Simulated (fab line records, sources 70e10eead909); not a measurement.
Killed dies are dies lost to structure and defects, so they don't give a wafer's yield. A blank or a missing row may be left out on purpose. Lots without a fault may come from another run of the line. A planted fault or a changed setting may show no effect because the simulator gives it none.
A struck lot beside a sound one | flow nand_harc | 14 steps out of a route of 1302
Sound: wafers L872.1, L872.4, L872.6. Struck: wafers L881.2, L881.5. (L881.4 of the same lot was not struck and is left out.) The cause comes at the end.
At each step with rows: each side's tool, then ch and its chambers, then its first start. Under that, the readings that differ: sound wafers | struck wafers | difference of the means | sigmas: that difference in standard deviations of wafers without a fault.
alike: readings whose means differ by less than 2 such deviations, and words and numbers that are the same on both sides. not compared: withheld readings, readings that some wafer has no value for, bounds like >300 that may hide the same value, and numbers for which the record gives no deviation and whose values overlap.
The two part at a step that has a row with sigmas, a row that says differs or no value, or rows on one side only. Numbers that don't overlap but have no deviation are shown without sigmas and don't part them. A reading that every wafer of one side lacks parts them only if that side has two wafers or more.

NHARC_A_STAIRCASE_DESCUM_270: chemistry O2, time 3 s.
  sound on rie_diel-13 ch 0,2, day 17 09:45; struck on rie_diel-12 ch 0,3, day 21 00:09
  alike: drypump_motor_current_A, oes_product_au, rf_vpp_V, showerhead_plenum_p_Torr, throttle_valve_pct
  not compared: rf_hours_counter_h
NHARC_A_STAIRCASE_ETCH_271: etches the open film in CF4/CHF3.
  sound on rie_diel-13 ch 1,3, day 17 09:50; struck on rie_diel-12 ch 0,2, day 21 00:18
  reading               | sound             | struck      | difference | sigmas
  oes_product_au (a.u.) | 0.986 0.966 0.985 | 0.920 0.928 | -0.055     | -3
  alike: bias_w, drypump_motor_current_A, rf_vpp_V, showerhead_plenum_p_Torr, throttle_valve_pct
  not compared: rf_hours_counter_h
NHARC_A_STAIRCASE_HM_OPEN_457: chemistry O2/COS.
  sound on rie_diel-13 ch 0,1; struck on rie_diel-12 ch 0,1
  alike: bias_w, drypump_motor_current_A, oes_product_au, rf_vpp_V, showerhead_plenum_p_Torr, throttle_valve_pct
  not compared: rf_hours_counter_h
then, 2 steps without rows for these wafers: NHARC_A_STAIRCASE_STRIP_458 (strips in O2/COS); NHARC_A_STAIRCASE_ETCH_451 (etches the open film in CF4/O2, target depth 30 nm, overetch 3 nm, time 16.5 s).
NHARC_A_STAIRCASE_ETCH_273: etches the open film in C4F8/O2/Ar, target depth 10200 nm, time 2468.6 s.
  sound on rie_diel-13 ch 0,2,3; struck on rie_diel-12 ch 1,2
  alike: bias_w, oes_product_au, rf_vpp_V
  not compared: rf_hours_counter_h
NHARC_A_STAIRCASE_STRIP_274: strips in O2.
  sound on rie_diel-13 ch 0,1,2; struck on rie_diel-12 ch 2
  reading                         | sound          | struck    | difference | sigmas
  showerhead_plenum_p_Torr (Torr) | 3.31 3.37 3.51 | 3.80 3.80 | +0.40      | +2
  alike: drypump_motor_current_A, oes_product_au, rf_vpp_V, throttle_valve_pct
  not compared: rf_hours_counter_h
then, 4 steps without rows for these wafers: NHARC_A_STAIRCASE_STRIP_275 (strips in SPM, time 900 s); NHARC_A_STAIRCASE_PRECLEAN_276 (cleans in SC1); NHARC_A_STAIRCASE_SRD_277; NHARC_A_STAIRCASE_HM_DEP_459 (deposits aC, target thk 1500 nm).
NHARC_A_STAIRCASE_DEP_280: deposits SiON, target thk 30 nm.
  sound on pecvd-02 ch 0,1, day 17 14:41; struck on pecvd-02 ch 0, day 21 05:55
  reading              | sound             | struck      | difference | sigmas
  rf_fwd_power_W (W)   | 348.1 349.8 348.5 | 209.3 207.9 | -140.2     | -99 or more
  showerhead_vpp_V (V) | 1198 1167 1174    | 899 914     | -273       | -4
  alike: heater_power_outer_w, heater_power_w
  not compared: since_wet_clean_h
then, 1 step without rows for these wafers: NHARC_A_STAIRCASE_DEHYDRATE_281 (time 120 s).
NHARC_END_SORT_01:
  the record has rows for the sound wafers here (prober-01 ch 0, day 25 03:26) and none for the struck ones

WHERE THEY PART
First at NHARC_A_STAIRCASE_ETCH_271; last, within this record, at NHARC_END_SORT_01.

WHY: what the simulator had put in
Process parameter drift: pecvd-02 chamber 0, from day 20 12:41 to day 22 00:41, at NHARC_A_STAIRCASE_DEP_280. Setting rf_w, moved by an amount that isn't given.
